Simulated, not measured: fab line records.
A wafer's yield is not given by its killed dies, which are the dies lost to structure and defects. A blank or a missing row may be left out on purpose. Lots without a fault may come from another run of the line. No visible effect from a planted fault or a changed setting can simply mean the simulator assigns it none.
Which tool was responsible? :: flow n5 finfet :: Sampling: 24 lots, 72 wafers, 6 of 1938 route steps

## WHAT THE GAUGES READ, wafer by wafer
N5_BEOL_M3_OVL_MEAS_29. Usual: V2_OVL -0.7 nm, standard deviation 0.69.
lot: L074
measured: day 6 23:53
on: overlay-02
V2_OVL (nm): 0.0 -0.2 -0.6
flag: 

lot: L075
measured: day 7 12:05
on: overlay-01
V2_OVL (nm): -0.4 -0.9 -1.6
flag: 

lot: L077
measured: day 7 12:08
on: overlay-02
V2_OVL (nm): -0.1 -0.1 -0.8
flag: 

lot: L076
measured: day 7 12:35
on: overlay-01
V2_OVL (nm): -0.6 0.3 0.2
flag: 

lot: L078
measured: day 8 02:19
on: overlay-02
V2_OVL (nm): -0.7 -0.2 -0.4
flag: 

lot: L079
measured: day 8 18:46
on: overlay-02
V2_OVL (nm): -1.7 -0.9 -1.9
flag: 

lot: L080
measured: day 8 19:28
on: overlay-01
V2_OVL (nm): -1.3 -1.6 -1.2
flag: 

lot: L082
measured: day 9 07:35
on: overlay-01
V2_OVL (nm): -1.2 -0.3 -1.2
flag: 

lot: L081
measured: day 9 10:45
on: overlay-01
V2_OVL (nm): 0.0 -1.3 -1.3
flag: 

lot: L083
measured: day 9 17:58
on: overlay-01
V2_OVL (nm): -0.3 -0.6 -1.1
flag: 

lot: L084
measured: day 10 01:37
on: overlay-01
V2_OVL (nm): -1.0 -1.2 -1.2
flag: 

lot: L085
measured: day 10 08:01
on: overlay-01
V2_OVL (nm): -1.1 -1.5 -1.4
flag: 

lot: L087
measured: day 10 14:52
on: overlay-02
V2_OVL (nm): -0.1 -1.9 0.5
flag: 

lot: L086
measured: day 10 18:32
on: overlay-01
V2_OVL (nm): -0.4 -1.3 -1.4
flag: 

lot: L088
measured: day 10 20:07
on: overlay-01
V2_OVL (nm): 0.1 -0.7 -1.4
flag: 

lot: L089
measured: day 11 01:07
on: overlay-02
V2_OVL (nm): -1.3 0.1 -0.4
flag: 

lot: L090
measured: day 11 05:59
on: overlay-02
V2_OVL (nm): 0.6 -0.4 0.2
flag: 

lot: L091
measured: day 11 13:37
on: overlay-01
V2_OVL (nm): -0.2 -1.1 -0.8
flag: 

lot: L092
measured: day 11 19:11
on: overlay-01
V2_OVL (nm): -1.3 -1.1 -0.4
flag: 

lot: L093
measured: day 12 01:49
on: overlay-01
V2_OVL (nm): 0.6 -1.5 0.1
flag: 

lot: L095
measured: day 12 11:44
on: overlay-01
V2_OVL (nm): -0.6 -0.1 -0.5
flag: 

lot: L094
measured: day 12 17:38
on: overlay-02
V2_OVL (nm): -1.0 -1.8 -0.7
flag: 

lot: L096
measured: day 13 00:14
on: overlay-02
V2_OVL (nm): -0.9 -1.0 -0.3
flag: 

lot: L097
measured: day 14 09:04
on: overlay-01
V2_OVL (nm): -0.3 0.2 0.2
flag: 

N5_BEOL_M3_THK_MEAS_53: measures by xrf. Usual: M3_THK 40.7 nm, standard deviation 1.6.
lot: L074
measured: day 7 06:18
on: film metro-01
M3_THK (nm): 42.2 39.7 42.3
flag: 

lot: L075
measured: day 7 21:05
on: film metro-02
M3_THK (nm): 40.3 40.7 41.7
flag: 

lot: L077
measured: day 7 18:48
on: film metro-02
M3_THK (nm): 42.1 38.1 40.9
flag: 

lot: L076
measured: day 8 03:45
on: film metro-01
M3_THK (nm): 37.9 39.7 40.4
flag: 

lot: L078
measured: day 8 08:08
on: film metro-02
M3_THK (nm): 40.4 43.9 40.5
flag: 

lot: L079
measured: day 9 16:51
on: film metro-02
M3_THK (nm): 39.9 41.2 40.5
flag: 

lot: L080
measured: day 9 17:01
on: film metro-02
M3_THK (nm): 42.4 44.5 43.7
flag: 

lot: L082
measured: day 9 21:52
on: film metro-02
M3_THK (nm): 39.7 40.2 42.3
flag: 

lot: L081
measured: day 9 23:26
on: film metro-02
M3_THK (nm): 43.3 38.4 44.3
flag: 

lot: L083
measured: day 10 01:17
on: film metro-01
M3_THK (nm): 40.1 42.1 43.7
flag: 

lot: L084
measured: day 10 09:32
on: film metro-02
M3_THK (nm): 39.8 41.1 43.8
flag: 

lot: L085
measured: day 10 13:51
on: film metro-01
M3_THK (nm): 37.5 42.1 41.1
flag: 

lot: L087
measured: day 11 05:10
on: film metro-02
M3_THK (nm): 37.9 41.1 42.3
flag: 

lot: L086
measured: day 11 08:26
on: film metro-01
M3_THK (nm): 40.2 40.3 41.0
flag: 

lot: L088
measured: day 11 07:46
on: film metro-01
M3_THK (nm): 41.2 40.0 39.4
flag: 

lot: L089
measured: day 11 10:04
on: film metro-01
M3_THK (nm): 41.7 42.5 41.1
flag: 

lot: L090
measured: day 11 15:11
on: film metro-02
M3_THK (nm): 37.7 40.8 39.0
flag: 

lot: L091
measured: day 11 19:37
on: film metro-01
M3_THK (nm): 40.4 41.8 40.6
flag: 

lot: L092
measured: day 12 15:02
on: film metro-01
M3_THK (nm): 39.6 41.5 42.0
flag: 

lot: L093
measured: day 12 20:19
on: film metro-01
M3_THK (nm): 40.7 42.3 40.5
flag: 

lot: L095
measured: day 12 23:51
on: film metro-01
M3_THK (nm): 41.3 42.9 40.4
flag: 

lot: L094
measured: day 13 02:42
on: film metro-01
M3_THK (nm): 38.2 40.2 40.7
flag: 

lot: L096
measured: day 13 10:19
on: film metro-01
M3_THK (nm): 38.3 39.9 42.5
flag: 

lot: L097
measured: day 14 21:31
on: film metro-01
M3_THK (nm): 37.1 40.7 39.6
flag: 

## TOOL THAT RAN EACH LOT (tool first, then ch and the chambers of the sampled wafers, then the start)
lot: L074
N5_BEOL_M3_ETCH_64: rie diel-03 ch 1,2,3, day 6 23:11
N5_BEOL_M3_ETCH_77: rie diel-04 ch 0,3, day 7 00:01
N5_BEOL_M3_ANNEAL_93: pvd sputter-03, day 7 05:09
N5_BEOL_M3_ANNEAL_51: rtp anneal-01 ch 0, day 7 05:42

lot: L075
N5_BEOL_M3_ETCH_64: rie diel-04 ch 0,2,3, day 7 11:22
N5_BEOL_M3_ETCH_77: rie diel-03 ch 1,2, day 7 12:13
N5_BEOL_M3_ANNEAL_93: pvd sputter-03, day 7 19:56
N5_BEOL_M3_ANNEAL_51: rtp anneal-02 ch 0, day 7 20:32

lot: L077
N5_BEOL_M3_ETCH_64: rie diel-05 ch 1,3, day 7 11:24
N5_BEOL_M3_ETCH_77: rie diel-04 ch 0,1,3, day 7 12:16
N5_BEOL_M3_ANNEAL_93: pvd sputter-03, day 7 17:39
N5_BEOL_M3_ANNEAL_51: rtp anneal-02 ch 0, day 7 18:12

lot: L076
N5_BEOL_M3_ETCH_64: rie diel-04 ch 1,2,3, day 7 11:54
N5_BEOL_M3_ETCH_77: rie diel-03 ch 1,2, day 7 12:44
N5_BEOL_M3_ANNEAL_93: pvd sputter-02, day 8 00:36
N5_BEOL_M3_ANNEAL_51: rtp anneal-01 ch 0, day 8 01:17

lot: L078
N5_BEOL_M3_ETCH_64: rie diel-05 ch 0,2,3, day 8 01:37
N5_BEOL_M3_ETCH_77: rie diel-03 ch 1,2, day 8 02:26
N5_BEOL_M3_ANNEAL_93: pvd sputter-02, day 8 06:59
N5_BEOL_M3_ANNEAL_51: rtp anneal-02 ch 0, day 8 07:35

lot: L079
N5_BEOL_M3_ETCH_64: rie diel-05 ch 0,2, day 8 18:04
N5_BEOL_M3_ETCH_77: rie diel-03 ch 0,1,3, day 8 20:40
N5_BEOL_M3_ANNEAL_93: pvd sputter-03, day 9 15:42
N5_BEOL_M3_ANNEAL_51: rtp anneal-01 ch 0, day 9 16:18

lot: L080
N5_BEOL_M3_ETCH_64: rie diel-03 ch 0,2,3, day 8 18:40
N5_BEOL_M3_ETCH_77: rie diel-03 ch 1,3, day 8 21:13
N5_BEOL_M3_ANNEAL_93: pvd sputter-02, day 9 15:52
N5_BEOL_M3_ANNEAL_51: rtp anneal-02 ch 0, day 9 16:26

lot: L082
N5_BEOL_M3_ETCH_64: rie diel-03 ch 1,2,3, day 9 06:46
N5_BEOL_M3_ETCH_77: rie diel-03 ch 2,3, day 9 07:47
N5_BEOL_M3_ANNEAL_93: pvd sputter-02, day 9 20:04
N5_BEOL_M3_ANNEAL_51: rtp anneal-01 ch 0, day 9 21:17

lot: L081
N5_BEOL_M3_ETCH_64: rie diel-04 ch 0,1, day 9 09:55
N5_BEOL_M3_ETCH_77: rie diel-03 ch 1,2, day 9 11:47
N5_BEOL_M3_ANNEAL_93: pvd sputter-03, day 9 22:17
N5_BEOL_M3_ANNEAL_51: rtp anneal-02 ch 0, day 9 22:51

lot: L083
N5_BEOL_M3_ETCH_64: rie diel-05 ch 2,3, day 9 17:11
N5_BEOL_M3_ETCH_77: rie diel-03 ch 1,3, day 9 18:05
N5_BEOL_M3_ANNEAL_93: pvd sputter-03, day 10 00:08
N5_BEOL_M3_ANNEAL_51: rtp anneal-02 ch 0, day 10 00:44

lot: L084
N5_BEOL_M3_ETCH_64: rie diel-04 ch 0,3, day 10 00:47
N5_BEOL_M3_ETCH_77: rie diel-03 ch 1,3, day 10 01:44
N5_BEOL_M3_ANNEAL_93: pvd sputter-01, day 10 08:07
N5_BEOL_M3_ANNEAL_51: rtp anneal-01 ch 0, day 10 09:00

lot: L085
N5_BEOL_M3_ETCH_64: rie diel-03 ch 0,1,3, day 10 07:08
N5_BEOL_M3_ETCH_77: rie diel-05 ch 0,1, day 10 08:08
N5_BEOL_M3_ANNEAL_93: pvd sputter-01, day 10 12:42
N5_BEOL_M3_ANNEAL_51: rtp anneal-02 ch 0, day 10 13:18

lot: L087
N5_BEOL_M3_ETCH_64: rie diel-04 ch 1,3, day 10 14:08
N5_BEOL_M3_ETCH_77: rie diel-04 ch 0,3, day 10 15:00
N5_BEOL_M3_ANNEAL_93: pvd sputter-01, day 11 03:59
N5_BEOL_M3_ANNEAL_51: rtp anneal-02 ch 0, day 11 04:37

lot: L086
N5_BEOL_M3_ETCH_64: rie diel-05 ch 2,3, day 10 17:50
N5_BEOL_M3_ETCH_77: rie diel-04 ch 1,2, day 10 18:40
N5_BEOL_M3_ANNEAL_93: pvd sputter-03, day 11 07:02
N5_BEOL_M3_ANNEAL_51: rtp anneal-01 ch 0, day 11 07:35

lot: L088
N5_BEOL_M3_ETCH_64: rie diel-03 ch 0,1,3, day 10 19:15
N5_BEOL_M3_ETCH_77: rie diel-05 ch 0,1,2, day 10 20:14
N5_BEOL_M3_ANNEAL_93: pvd sputter-02, day 11 06:37
N5_BEOL_M3_ANNEAL_51: rtp anneal-02 ch 0, day 11 07:13

lot: L089
N5_BEOL_M3_ETCH_64: rie diel-04 ch 1,2,3, day 11 00:16
N5_BEOL_M3_ETCH_77: rie diel-05 ch 0,2, day 11 01:14
N5_BEOL_M3_ANNEAL_93: pvd sputter-02, day 11 08:56
N5_BEOL_M3_ANNEAL_51: rtp anneal-02 ch 0, day 11 09:29

lot: L090
N5_BEOL_M3_ETCH_64: rie diel-03 ch 1,2,3, day 11 05:11
N5_BEOL_M3_ETCH_77: rie diel-05 ch 1,3, day 11 06:06
N5_BEOL_M3_ANNEAL_93: pvd sputter-02, day 11 13:55
N5_BEOL_M3_ANNEAL_51: rtp anneal-01 ch 0, day 11 14:41

lot: L091
N5_BEOL_M3_ETCH_64: rie diel-03 ch 1,2,3, day 11 12:42
N5_BEOL_M3_ETCH_77: rie diel-03 ch 0,2,3, day 11 13:46
N5_BEOL_M3_ANNEAL_93: pvd sputter-02, day 11 18:23
N5_BEOL_M3_ANNEAL_51: rtp anneal-01 ch 0, day 11 19:04

lot: L092
N5_BEOL_M3_ETCH_64: rie diel-03 ch 1,2, day 11 18:22
N5_BEOL_M3_ETCH_77: rie diel-04 ch 0,3, day 11 19:19
N5_BEOL_M3_ANNEAL_93: pvd sputter-02, day 12 13:50
N5_BEOL_M3_ANNEAL_51: rtp anneal-01 ch 0, day 12 14:32

lot: L093
N5_BEOL_M3_ETCH_64: rie diel-03 ch 0,1,3, day 12 01:01
N5_BEOL_M3_ETCH_77: rie diel-03 ch 0,1,3, day 12 01:56
N5_BEOL_M3_ANNEAL_93: pvd sputter-03, day 12 18:53
N5_BEOL_M3_ANNEAL_51: rtp anneal-01 ch 0, day 12 19:33

lot: L095
N5_BEOL_M3_ETCH_64: rie diel-03 ch 0,1,3, day 12 10:41
N5_BEOL_M3_ETCH_77: rie diel-04 ch 0,1,2, day 12 11:52
N5_BEOL_M3_ANNEAL_93: pvd sputter-01, day 12 22:26
N5_BEOL_M3_ANNEAL_51: rtp anneal-01 ch 0, day 12 23:05

lot: L094
N5_BEOL_M3_ETCH_64: rie diel-04 ch 0,1,3, day 12 16:55
N5_BEOL_M3_ETCH_77: rie diel-05 ch 2,3, day 12 17:45
N5_BEOL_M3_ANNEAL_93: pvd sputter-01, day 13 01:16
N5_BEOL_M3_ANNEAL_51: rtp anneal-01 ch 0, day 13 02:01

lot: L096
N5_BEOL_M3_ETCH_64: rie diel-05 ch 0,1,3, day 12 23:32
N5_BEOL_M3_ETCH_77: rie diel-03 ch 1,2, day 13 00:22
N5_BEOL_M3_ANNEAL_93: pvd sputter-01, day 13 09:10
N5_BEOL_M3_ANNEAL_51: rtp anneal-02 ch 0, day 13 09:43

lot: L097
N5_BEOL_M3_ETCH_64: rie diel-04 ch 0,1,2, day 14 08:03
N5_BEOL_M3_ETCH_77: rie diel-03 ch 2,3, day 14 09:12
N5_BEOL_M3_ANNEAL_93: pvd sputter-02, day 14 20:22
N5_BEOL_M3_ANNEAL_51: rtp anneal-01 ch 0, day 14 21:01
- N5_BEOL_M3_ETCH_64: etches SOC in N2/H2, target depth 75 nm, overetch 15 nm, time 112.5 s.
- N5_BEOL_M3_ETCH_77: etches underlayer in N2/H2, target depth 6.5 nm, time 5.2 s.
- N5_BEOL_M3_ANNEAL_93: time 240 s.
- N5_BEOL_M3_ANNEAL_51: time 90 s.

## AS READ BY THE TOOLS THEMSELVES (means over the sampled wafers that have a number; for cases with no such wafer, the mark the record gives instead)
N5_BEOL_M3_ETCH_64. Usual: drypump motor current A 5.6 A, standard deviation 0.54; oes product au 0.63 a.u., standard deviation 0.07; rf vpp V 524.4 V, standard deviation 2.7; showerhead plenum p Torr 2.56 Torr, standard deviation 0.096; temp c 39.99 C, standard deviation 0.098; throttle valve pct 17.85 %, standard deviation 0.25.
lot: L074
tool: rie diel-03
drypump motor current A (A): 6.2
oes product au (a.u.): 0.56
rf vpp V (V): 523.8
showerhead plenum p Torr (Torr): 2.54
temp c (C): 40.03
throttle valve pct (%): 18.01
flag: 

lot: L075
tool: rie diel-04
drypump motor current A (A): 5.1
oes product au (a.u.): 0.58
rf vpp V (V): 524.4
showerhead plenum p Torr (Torr): 2.53
temp c (C): 39.96
throttle valve pct (%): 17.75
flag: 

lot: L077
tool: rie diel-05
drypump motor current A (A): 5.8
oes product au (a.u.): 0.68
rf vpp V (V): 525.6
showerhead plenum p Torr (Torr): 2.62
temp c (C): 39.87
throttle valve pct (%): 17.69
flag: 

lot: L076
tool: rie diel-04
drypump motor current A (A): 5.0
oes product au (a.u.): 0.58
rf vpp V (V): 524.7
showerhead plenum p Torr (Torr): 2.56
temp c (C): 39.98
throttle valve pct (%): 17.96
flag: 

lot: L078
tool: rie diel-05
drypump motor current A (A): 5.6
oes product au (a.u.): 0.70
rf vpp V (V): 526.1
showerhead plenum p Torr (Torr): 2.62
temp c (C): 39.97
throttle valve pct (%): 17.63
flag: 

lot: L079
tool: rie diel-05
drypump motor current A (A): 5.3
oes product au (a.u.): 0.71
rf vpp V (V): 528.5
showerhead plenum p Torr (Torr): 2.70
temp c (C): 40.05
throttle valve pct (%): 17.77
flag: 

lot: L080
tool: rie diel-03
drypump motor current A (A): 5.8
oes product au (a.u.): 0.64
rf vpp V (V): 523.0
showerhead plenum p Torr (Torr): 2.51
temp c (C): 40.05
throttle valve pct (%): 17.93
flag: 

lot: L082
tool: rie diel-03
drypump motor current A (A): 6.2
oes product au (a.u.): 0.62
rf vpp V (V): 524.2
showerhead plenum p Torr (Torr): 2.54
temp c (C): 40.06
throttle valve pct (%): 17.90
flag: 

lot: L081
tool: rie diel-04
drypump motor current A (A): 5.0
oes product au (a.u.): 0.59
rf vpp V (V): 525.8
showerhead plenum p Torr (Torr): 2.61
temp c (C): 39.99
throttle valve pct (%): 18.02
flag: 

lot: L083
tool: rie diel-05
drypump motor current A (A): 5.7
oes product au (a.u.): 0.70
rf vpp V (V): 524.1
showerhead plenum p Torr (Torr): 2.54
temp c (C): 39.97
throttle valve pct (%): 17.57
flag: 

lot: L084
tool: rie diel-04
drypump motor current A (A): 5.0
oes product au (a.u.): 0.59
rf vpp V (V): 525.1
showerhead plenum p Torr (Torr): 2.60
temp c (C): 40.00
throttle valve pct (%): 17.83
flag: 

lot: L085
tool: rie diel-03
drypump motor current A (A): 5.8
oes product au (a.u.): 0.63
rf vpp V (V): 522.3
showerhead plenum p Torr (Torr): 2.48
temp c (C): 39.98
throttle valve pct (%): 17.99
flag: 

lot: L087
tool: rie diel-04
drypump motor current A (A): 4.9
oes product au (a.u.): 0.59
rf vpp V (V): 526.2
showerhead plenum p Torr (Torr): 2.64
temp c (C): 40.02
throttle valve pct (%): 18.14
flag: 

lot: L086
tool: rie diel-05
drypump motor current A (A): 5.8
oes product au (a.u.): 0.69
rf vpp V (V): 524.9
showerhead plenum p Torr (Torr): 2.54
temp c (C): 39.93
throttle valve pct (%): 17.57
flag: 

lot: L088
tool: rie diel-03
drypump motor current A (A): 5.8
oes product au (a.u.): 0.63
rf vpp V (V): 522.2
showerhead plenum p Torr (Torr): 2.48
temp c (C): 40.02
throttle valve pct (%): 18.01
flag: 

lot: L089
tool: rie diel-04
drypump motor current A (A): 5.0
oes product au (a.u.): 0.58
rf vpp V (V): 524.0
showerhead plenum p Torr (Torr): 2.55
temp c (C): 40.03
throttle valve pct (%): 18.00
flag: 

lot: L090
tool: rie diel-03
drypump motor current A (A): 6.2
oes product au (a.u.): 0.68
rf vpp V (V): 523.7
showerhead plenum p Torr (Torr): 2.53
temp c (C): 39.95
throttle valve pct (%): 17.74
flag: 

lot: L091
tool: rie diel-03
drypump motor current A (A): 6.2
oes product au (a.u.): 0.67
rf vpp V (V): 524.2
showerhead plenum p Torr (Torr): 2.53
temp c (C): 39.94
throttle valve pct (%): 17.75
flag: 

lot: L092
tool: rie diel-03
drypump motor current A (A): 6.1
oes product au (a.u.): 0.68
rf vpp V (V): 525.6
showerhead plenum p Torr (Torr): 2.57
temp c (C): 39.93
throttle valve pct (%): 17.61
flag: 

lot: L093
tool: rie diel-03
drypump motor current A (A): 5.8
oes product au (a.u.): 0.62
rf vpp V (V): 522.4
showerhead plenum p Torr (Torr): 2.47
temp c (C): 39.99
throttle valve pct (%): 18.02
flag: 

lot: L095
tool: rie diel-03
drypump motor current A (A): 5.7
oes product au (a.u.): 0.61
rf vpp V (V): 522.1
showerhead plenum p Torr (Torr): 2.47
temp c (C): 40.02
throttle valve pct (%): 18.01
flag: 

lot: L094
tool: rie diel-04
drypump motor current A (A): 5.0
oes product au (a.u.): 0.57
rf vpp V (V): 525.2
showerhead plenum p Torr (Torr): 2.60
temp c (C): 40.03
throttle valve pct (%): 17.98
flag: 

lot: L096
tool: rie diel-05
drypump motor current A (A): 5.8
oes product au (a.u.): 0.64
rf vpp V (V): 526.1
showerhead plenum p Torr (Torr): 2.60
temp c (C): 40.11
throttle valve pct (%): 17.70
flag: 

lot: L097
tool: rie diel-04
drypump motor current A (A): 5.1
oes product au (a.u.): 0.56
rf vpp V (V): 523.0
showerhead plenum p Torr (Torr): 2.51
temp c (C): 39.96
throttle valve pct (%): 17.91
flag: 

N5_BEOL_M3_ETCH_77. Usual: drypump motor current A 5.6 A, standard deviation 0.54; etch rf on time s 5.19 s, standard deviation 0.099; oes product au 0.67 a.u., standard deviation 0.074; rf vpp V 524.3 V, standard deviation 2.8; showerhead plenum p Torr 2.55 Torr, standard deviation 0.089; throttle valve pct 17.91 %, standard deviation 0.22.
lot: L074
tool: rie diel-04
drypump motor current A (A): 5.2
etch rf on time s (s): 5.21
oes product au (a.u.): 0.64
rf vpp V (V): 524.6
showerhead plenum p Torr (Torr): 2.58
throttle valve pct (%): 17.73
flag: 

lot: L075
tool: rie diel-03
drypump motor current A (A): 6.1
etch rf on time s (s): 5.23
oes product au (a.u.): 0.62
rf vpp V (V): 525.3
showerhead plenum p Torr (Torr): 2.56
throttle valve pct (%): 17.99
flag: 

lot: L077
tool: rie diel-04
drypump motor current A (A): 5.0
etch rf on time s (s): 5.22
oes product au (a.u.): 0.64
rf vpp V (V): 527.0
showerhead plenum p Torr (Torr): 2.61
throttle valve pct (%): 17.95
flag: 

lot: L076
tool: rie diel-03
drypump motor current A (A): 6.2
etch rf on time s (s): 5.21
oes product au (a.u.): 0.61
rf vpp V (V): 524.6
showerhead plenum p Torr (Torr): 2.59
throttle valve pct (%): 17.95
flag: 

lot: L078
tool: rie diel-03
drypump motor current A (A): 6.1
etch rf on time s (s): 5.21
oes product au (a.u.): 0.61
rf vpp V (V): 525.4
showerhead plenum p Torr (Torr): 2.56
throttle valve pct (%): 17.99
flag: 

lot: L079
tool: rie diel-03
drypump motor current A (A): 5.8
etch rf on time s (s): 5.21
oes product au (a.u.): 0.70
rf vpp V (V): 522.1
showerhead plenum p Torr (Torr): 2.48
throttle valve pct (%): 18.00
flag: 

lot: L080
tool: rie diel-03
drypump motor current A (A): 6.2
etch rf on time s (s): 5.20
oes product au (a.u.): 0.76
rf vpp V (V): 522.8
showerhead plenum p Torr (Torr): 2.50
throttle valve pct (%): 17.90
flag: 

lot: L082
tool: rie diel-03
drypump motor current A (A): 6.2
etch rf on time s (s): 5.14
oes product au (a.u.): 0.68
rf vpp V (V): 524.7
showerhead plenum p Torr (Torr): 2.56
throttle valve pct (%): 17.89
flag: 

lot: L081
tool: rie diel-03
drypump motor current A (A): 6.0
etch rf on time s (s): 5.27
oes product au (a.u.): 0.60
rf vpp V (V): 523.9
showerhead plenum p Torr (Torr): 2.55
throttle valve pct (%): 18.03
flag: 

lot: L083
tool: rie diel-03
drypump motor current A (A): 6.2
etch rf on time s (s): 5.18
oes product au (a.u.): 0.74
rf vpp V (V): 522.7
showerhead plenum p Torr (Torr): 2.50
throttle valve pct (%): 17.91
flag: 

lot: L084
tool: rie diel-03
drypump motor current A (A): 6.2
etch rf on time s (s): 5.17
oes product au (a.u.): 0.73
rf vpp V (V): 522.0
showerhead plenum p Torr (Torr): 2.50
throttle valve pct (%): 17.92
flag: 

lot: L085
tool: rie diel-05
drypump motor current A (A): 5.7
etch rf on time s (s): 5.19
oes product au (a.u.): 0.70
rf vpp V (V): 528.2
showerhead plenum p Torr (Torr): 2.69
throttle valve pct (%): 17.79
flag: 

lot: L087
tool: rie diel-04
drypump motor current A (A): 5.0
etch rf on time s (s): 5.27
oes product au (a.u.): 0.63
rf vpp V (V): 526.4
showerhead plenum p Torr (Torr): 2.60
throttle valve pct (%): 17.87
flag: 

lot: L086
tool: rie diel-04
drypump motor current A (A): 5.0
etch rf on time s (s): 5.24
oes product au (a.u.): 0.61
rf vpp V (V): 525.0
showerhead plenum p Torr (Torr): 2.55
throttle valve pct (%): 18.12
flag: 

lot: L088
tool: rie diel-05
drypump motor current A (A): 5.5
etch rf on time s (s): 5.04
oes product au (a.u.): 0.73
rf vpp V (V): 526.1
showerhead plenum p Torr (Torr): 2.69
throttle valve pct (%): 17.85
flag: 

lot: L089
tool: rie diel-05
drypump motor current A (A): 5.3
etch rf on time s (s): 5.07
oes product au (a.u.): 0.75
rf vpp V (V): 528.7
showerhead plenum p Torr (Torr): 2.69
throttle valve pct (%): 17.83
flag: 

lot: L090
tool: rie diel-05
drypump motor current A (A): 5.9
etch rf on time s (s): 5.19
oes product au (a.u.): 0.72
rf vpp V (V): 524.5
showerhead plenum p Torr (Torr): 2.53
throttle valve pct (%): 17.62
flag: 

lot: L091
tool: rie diel-03
drypump motor current A (A): 5.8
etch rf on time s (s): 5.13
oes product au (a.u.): 0.75
rf vpp V (V): 523.3
showerhead plenum p Torr (Torr): 2.50
throttle valve pct (%): 17.82
flag: 

lot: L092
tool: rie diel-04
drypump motor current A (A): 5.0
etch rf on time s (s): 5.28
oes product au (a.u.): 0.62
rf vpp V (V): 526.0
showerhead plenum p Torr (Torr): 2.59
throttle valve pct (%): 17.90
flag: 

lot: L093
tool: rie diel-03
drypump motor current A (A): 5.8
etch rf on time s (s): 5.20
oes product au (a.u.): 0.67
rf vpp V (V): 522.9
showerhead plenum p Torr (Torr): 2.47
throttle valve pct (%): 18.05
flag: 

lot: L095
tool: rie diel-04
drypump motor current A (A): 5.1
etch rf on time s (s): 5.28
oes product au (a.u.): 0.61
rf vpp V (V): 523.8
showerhead plenum p Torr (Torr): 2.52
throttle valve pct (%): 17.94
flag: 

lot: L094
tool: rie diel-05
drypump motor current A (A): 5.4
etch rf on time s (s): 5.10
oes product au (a.u.): 0.75
rf vpp V (V): 525.7
showerhead plenum p Torr (Torr): 2.61
throttle valve pct (%): 17.77
flag: 

lot: L096
tool: rie diel-03
drypump motor current A (A): 6.1
etch rf on time s (s): 5.17
oes product au (a.u.): 0.65
rf vpp V (V): 524.5
showerhead plenum p Torr (Torr): 2.54
throttle valve pct (%): 17.89
flag: 

lot: L097
tool: rie diel-03
drypump motor current A (A): 6.3
etch rf on time s (s): 5.08
oes product au (a.u.): 0.76
rf vpp V (V): 523.4
showerhead plenum p Torr (Torr): 2.50
throttle valve pct (%): 17.74
flag: 

N5_BEOL_M3_ANNEAL_93. Usual: heater power w reads 816 W (standard deviation 84).
lot: L074
tool: pvd sputter-03
heater power w (W): 779
flag: 

lot: L075
tool: pvd sputter-03
heater power w (W): 772
flag: 

lot: L077
tool: pvd sputter-03
heater power w (W): 774
flag: 

lot: L076
tool: pvd sputter-02
heater power w (W): 774
flag: 

lot: L078
tool: pvd sputter-02
heater power w (W): 902
flag: 

lot: L079
tool: pvd sputter-03
heater power w (W): 779
flag: 

lot: L080
tool: pvd sputter-02
heater power w (W): 784
flag: 

lot: L082
tool: pvd sputter-02
heater power w (W): 768
flag: 

lot: L081
tool: pvd sputter-03
heater power w (W): 788
flag: 

lot: L083
tool: pvd sputter-03
heater power w (W): 775
flag: 

lot: L084
tool: pvd sputter-01
heater power w (W): 854
flag: 

lot: L085
tool: pvd sputter-01
heater power w (W): 905
flag: 

lot: L087
tool: pvd sputter-01
heater power w (W): 887
flag: 

lot: L086
tool: pvd sputter-03
heater power w (W): 773
flag: 

lot: L088
tool: pvd sputter-02
heater power w (W): 764
flag: 

lot: L089
tool: pvd sputter-02
heater power w (W): 782
flag: 

lot: L090
tool: pvd sputter-02
heater power w (W): 768
flag: 

lot: L091
tool: pvd sputter-02
heater power w (W): 832
flag: 

lot: L092
tool: pvd sputter-02
heater power w (W): 845
flag: 

lot: L093
tool: pvd sputter-03
heater power w (W): 777
flag: 

lot: L095
tool: pvd sputter-01
heater power w (W): 892
flag: 

lot: L094
tool: pvd sputter-01
heater power w (W): 793
flag: 

lot: L096
tool: pvd sputter-01
heater power w (W): 860
flag: 

lot: L097
tool: pvd sputter-02
heater power w (W): 785
flag: 

N5_BEOL_M3_ANNEAL_51. Usual: anneal temp c max 226.20, standard deviation 0.24; wafer_temp_C_max 226.0, standard deviation 0.32.
lot: L074
tool: rtp anneal-01
anneal temp c max: 226.27
wafer_temp_C_max: 226.4
flag: 

lot: L075
tool: rtp anneal-02
anneal temp c max: 226.11
wafer_temp_C_max: 225.8
flag: 

lot: L077
tool: rtp anneal-02
anneal temp c max: 226.23
wafer_temp_C_max: 225.6
flag: 

lot: L076
tool: rtp anneal-01
anneal temp c max: 226.14
wafer_temp_C_max: 226.4
flag: 

lot: L078
tool: rtp anneal-02
anneal temp c max: 226.20
wafer_temp_C_max: 225.9
flag: 

lot: L079
tool: rtp anneal-01
anneal temp c max: 226.18
wafer_temp_C_max: 226.1
flag: 

lot: L080
tool: rtp anneal-02
anneal temp c max: 226.46
wafer_temp_C_max: 225.5
flag: 

lot: L082
tool: rtp anneal-01
anneal temp c max: 226.13
wafer_temp_C_max: 226.5
flag: 

lot: L081
tool: rtp anneal-02
anneal temp c max: 226.14
wafer_temp_C_max: 225.8
flag: 

lot: L083
tool: rtp anneal-02
anneal temp c max: 226.33
wafer_temp_C_max: 225.3
flag: 

lot: L084
tool: rtp anneal-01
anneal temp c max: 226.12
wafer_temp_C_max: 226.3
flag: 

lot: L085
tool: rtp anneal-02
anneal temp c max: 226.49
wafer_temp_C_max: 225.6
flag: 

lot: L087
tool: rtp anneal-02
anneal temp c max: 226.12
wafer_temp_C_max: 225.8
flag: 

lot: L086
tool: rtp anneal-01
anneal temp c max: 226.03
wafer_temp_C_max: 226.2
flag: 

lot: L088
tool: rtp anneal-02
anneal temp c max: 226.34
wafer_temp_C_max: 225.7
flag: 

lot: L089
tool: rtp anneal-02
anneal temp c max: 226.20
wafer_temp_C_max: 226.1
flag: 

lot: L090
tool: rtp anneal-01
anneal temp c max: 226.29
wafer_temp_C_max: 226.0
flag: 

lot: L091
tool: rtp anneal-01
anneal temp c max: 226.08
wafer_temp_C_max: 225.9
flag: 

lot: L092
tool: rtp anneal-01
anneal temp c max: 226.20
wafer_temp_C_max: 226.0
flag: 

lot: L093
tool: rtp anneal-01
anneal temp c max: 226.20
wafer_temp_C_max: 226.0
flag: 

lot: L095
tool: rtp anneal-01
anneal temp c max: 226.29
wafer_temp_C_max: 226.2
flag: 

lot: L094
tool: rtp anneal-01
anneal temp c max: 226.15
wafer_temp_C_max: 226.3
flag: 

lot: L096
tool: rtp anneal-02
anneal temp c max: 226.15
wafer_temp_C_max: 225.7
flag: 

lot: L097
tool: rtp anneal-01
anneal temp c max: 226.14
wafer_temp_C_max: 226.5
flag: 

## THE ANSWER, worked out from the rows above alone
Rule: take the mean of a lot's wafers that have a number; if it is more than 3 standard deviations from the usual mean, the lot is off. A lot without any number at a reading at which 4 lots or more have one is off too. Any other lot the step has rows for is counted as sound. The gauges are gone through in route order, then the tools' own readings, and for those a lot's mean is taken as printed above. At the first step where some lot is off, the reading lying furthest off is the one used; lots without a number count as furthest.
Across all readings shown, no lot is off: no conclusion can be drawn from this.

## WHAT THE SIMULATOR PUT IN
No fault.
